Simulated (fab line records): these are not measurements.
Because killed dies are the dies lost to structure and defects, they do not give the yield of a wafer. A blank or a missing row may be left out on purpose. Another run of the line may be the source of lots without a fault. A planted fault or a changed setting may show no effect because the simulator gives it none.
Split-lot study :: flow n5 finfet :: 21 wafers read across 7 lots, on a route 1938 steps long

== SPLIT DETAILS ==
At N5_HKMG_FIN_COAT_43 (resist thk 90 nm), the setting spin rpm was moved away from the recipe's 1500 rpm on 8 of the 21 wafers read, by -8.2% to +10.2%. The other wafers ran this setting at the recipe's value.

== FROM THE SPLIT TO THE READING: what the file shows between them, 4 steps ==
- N5_HKMG_FIN_EBR_45
- N5_HKMG_FIN_SOFTBAKE_44: time 60 s
- N5_HKMG_FIN_EXPOSE_46: exposes mask NDIPOLE
- N5_HKMG_FIN_PEB_47: peb time 60 s

== THE READING ==
CAR-ArF_of_HKMG_FIN_COAT_43.thk nm (the simulator's own value, which no gauge read), in nm, at N5_HKMG_FIN_DEVELOP_48 (develop time 30 s). The file gives no usual value for it. The 13 wafers here that ran the recipe average 88.1 nm, standard deviation 0.17 nm.

wafer: L076.2
tool, chamber at the split: litho track-02, 0
spin rpm as run, rpm: 1500
against the recipe: recipe
CAR-ArF_of_HKMG_FIN_COAT_43.thk nm, nm: 88.2
against lot-mates on the recipe: -

wafer: L076.5
tool, chamber at the split: litho track-02, 0
spin rpm as run, rpm: 1500
against the recipe: recipe
CAR-ArF_of_HKMG_FIN_COAT_43.thk nm, nm: 88.2
against lot-mates on the recipe: -

wafer: L076.3
tool, chamber at the split: litho track-02, 0
spin rpm as run, rpm: 1653
against the recipe: +10.2%
CAR-ArF_of_HKMG_FIN_COAT_43.thk nm, nm: 84.2
against lot-mates on the recipe: -4.0

wafer: L078.1
tool, chamber at the split: litho track-01, 0
spin rpm as run, rpm: 1433
against the recipe: -4.5%
CAR-ArF_of_HKMG_FIN_COAT_43.thk nm, nm: 89.8
against lot-mates on the recipe: +1.6

wafer: L078.2
tool, chamber at the split: litho track-01, 0
spin rpm as run, rpm: 1433
against the recipe: -4.5%
CAR-ArF_of_HKMG_FIN_COAT_43.thk nm, nm: 90.2
against lot-mates on the recipe: +2.0

wafer: L078.6
tool, chamber at the split: litho track-01, 0
spin rpm as run, rpm: 1500
against the recipe: recipe
CAR-ArF_of_HKMG_FIN_COAT_43.thk nm, nm: 88.2
against lot-mates on the recipe: -

wafer: L082.2
tool, chamber at the split: litho track-03, 0
spin rpm as run, rpm: 1500
against the recipe: recipe
CAR-ArF_of_HKMG_FIN_COAT_43.thk nm, nm: 87.8
against lot-mates on the recipe: -

wafer: L082.3
tool, chamber at the split: litho track-03, 0
spin rpm as run, rpm: 1500
against the recipe: recipe
CAR-ArF_of_HKMG_FIN_COAT_43.thk nm, nm: 88.4
against lot-mates on the recipe: -

wafer: L082.4
tool, chamber at the split: litho track-03, 0
spin rpm as run, rpm: 1500
against the recipe: recipe
CAR-ArF_of_HKMG_FIN_COAT_43.thk nm, nm: 88
against lot-mates on the recipe: -

wafer: L083.1
tool, chamber at the split: litho track-03, 0
spin rpm as run, rpm: 1377
against the recipe: -8.2%
CAR-ArF_of_HKMG_FIN_COAT_43.thk nm, nm: 92.2
against lot-mates on the recipe: +4.0

wafer: L083.2
tool, chamber at the split: litho track-03, 0
spin rpm as run, rpm: 1500
against the recipe: recipe
CAR-ArF_of_HKMG_FIN_COAT_43.thk nm, nm: 88.2
against lot-mates on the recipe: -

wafer: L083.5
tool, chamber at the split: litho track-03, 0
spin rpm as run, rpm: 1377
against the recipe: -8.2%
CAR-ArF_of_HKMG_FIN_COAT_43.thk nm, nm: 92
against lot-mates on the recipe: +3.8

wafer: L085.1
tool, chamber at the split: litho track-01, 0
spin rpm as run, rpm: 1400
against the recipe: -6.7%
CAR-ArF_of_HKMG_FIN_COAT_43.thk nm, nm: 91.4
against lot-mates on the recipe: +3.4

wafer: L085.2
tool, chamber at the split: litho track-01, 0
spin rpm as run, rpm: 1400
against the recipe: -6.7%
CAR-ArF_of_HKMG_FIN_COAT_43.thk nm, nm: 91.2
against lot-mates on the recipe: +3.2

wafer: L085.5
tool, chamber at the split: litho track-01, 0
spin rpm as run, rpm: 1500
against the recipe: recipe
CAR-ArF_of_HKMG_FIN_COAT_43.thk nm, nm: 88
against lot-mates on the recipe: -

wafer: L090.1
tool, chamber at the split: litho track-01, 0
spin rpm as run, rpm: 1500
against the recipe: recipe
CAR-ArF_of_HKMG_FIN_COAT_43.thk nm, nm: 88
against lot-mates on the recipe: -

wafer: L090.6
tool, chamber at the split: litho track-01, 0
spin rpm as run, rpm: 1500
against the recipe: recipe
CAR-ArF_of_HKMG_FIN_COAT_43.thk nm, nm: 88
against lot-mates on the recipe: -

wafer: L090.5
tool, chamber at the split: litho track-01, 0
spin rpm as run, rpm: 1500
against the recipe: recipe
CAR-ArF_of_HKMG_FIN_COAT_43.thk nm, nm: 88.2
against lot-mates on the recipe: -

wafer: L093.1
tool, chamber at the split: litho track-02, 0
spin rpm as run, rpm: 1500
against the recipe: recipe
CAR-ArF_of_HKMG_FIN_COAT_43.thk nm, nm: 88
against lot-mates on the recipe: -

wafer: L093.3
tool, chamber at the split: litho track-02, 0
spin rpm as run, rpm: 1576
against the recipe: +5.1%
CAR-ArF_of_HKMG_FIN_COAT_43.thk nm, nm: 85.8
against lot-mates on the recipe: -2.1

wafer: L093.5
tool, chamber at the split: litho track-02, 0
spin rpm as run, rpm: 1500
against the recipe: recipe
CAR-ArF_of_HKMG_FIN_COAT_43.thk nm, nm: 87.8
against lot-mates on the recipe: -

FIT RESULTS
A straight line over all 21 wafers: CAR-ArF_of_HKMG_FIN_COAT_43.thk nm changes by -0.446 nm for each +1% of spin rpm; r = -0.99; the points scatter about the line by 0.25 nm.
The same after taking each lot's own level away (the mean of its wafers on the recipe; 21 wafers): -0.442 nm for each +1%; r = -0.99; scatter 0.23 nm.
Per that fit: largest spin rpm move, reading shift of 4.5 nm.
The span of the lots' own levels, 87.90 to 88.20 nm, comes to 1.8 times the standard deviation stated above.
Consequently the slope shifts little with the lot-to-lot level, the two slopes agreeing.
Check: for one of the wafers moved furthest among these (+10.2%), held out of the fit, the line's prediction against its lot-mates is -4.72 nm. Against them it came out at -4 nm.

== OTHER SPLITS APPLIED TO THESE WAFERS ==
Note: prior to the reading, these wafers also went through further splits. Each is held against what the fit with the lots' levels taken away leaves over:
other split on the same wafers: N5_ZERO_LAYER_EXPOSE_08 dose mj
wafers away from the commonest value: 6
r with CAR-ArF_of_HKMG_FIN_COAT_43.thk nm (lot level and that fit taken away): +0.33

other split on the same wafers: N5_ZERO_LAYER_DEVELOP_10 develop time s
wafers away from the commonest value: 5
r with CAR-ArF_of_HKMG_FIN_COAT_43.thk nm (lot level and that fit taken away): -0.29

other split on the same wafers: N5_FIN_SAQP_PECVD_48 time s
wafers away from the commonest value: 5
r with CAR-ArF_of_HKMG_FIN_COAT_43.thk nm (lot level and that fit taken away): -0.23

other split on the same wafers: N5_FIN_SAQP_PECVD_06 time s
wafers away from the commonest value: 8
r with CAR-ArF_of_HKMG_FIN_COAT_43.thk nm (lot level and that fit taken away): -0.07

other split on the same wafers: N5_FIN_CUT_CUT_ETCH_26 time s
wafers away from the commonest value: 5
r with CAR-ArF_of_HKMG_FIN_COAT_43.thk nm (lot level and that fit taken away): -0.20

other split on the same wafers: N5_DUMMY_GATE_EXPOSE_12 dose mj
wafers away from the commonest value: 9
r with CAR-ArF_of_HKMG_FIN_COAT_43.thk nm (lot level and that fit taken away): +0.41

other split on the same wafers: N5_DUMMY_GATE_DESCUM_20 time s
wafers away from the commonest value: 5
r with CAR-ArF_of_HKMG_FIN_COAT_43.thk nm (lot level and that fit taken away): +0.11

other split on the same wafers: N5_SD_EPI_P_EXPOSE_06 dose mj
wafers away from the commonest value: 4
r with CAR-ArF_of_HKMG_FIN_COAT_43.thk nm (lot level and that fit taken away): -0.27

== THE WHOLE CHAIN: every reading that the file lists as answering this split, in the file's order ==
step: N5_HKMG_FIN_COAT_43
what it does: resist thk 90 nm
reading: CAR-ArF_of_HKMG_FIN_COAT_43.thk nm (the simulator's own value, which no gauge read)
change (the file's fit): -0.436 nm for each +1% of the setting
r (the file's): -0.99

step: N5_HKMG_FIN_DEVELOP_48
what it does: develop time 30 s
reading: CAR-ArF_of_HKMG_FIN_COAT_43.thk nm (the simulator's own value, which no gauge read)
change (the file's fit): -0.434 nm for each +1% of the setting
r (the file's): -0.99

== THE FILE'S OWN FIT ==
CAR-ArF_of_HKMG_FIN_COAT_43.thk nm changes by -0.434 nm for each +1% of spin rpm, r = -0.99.
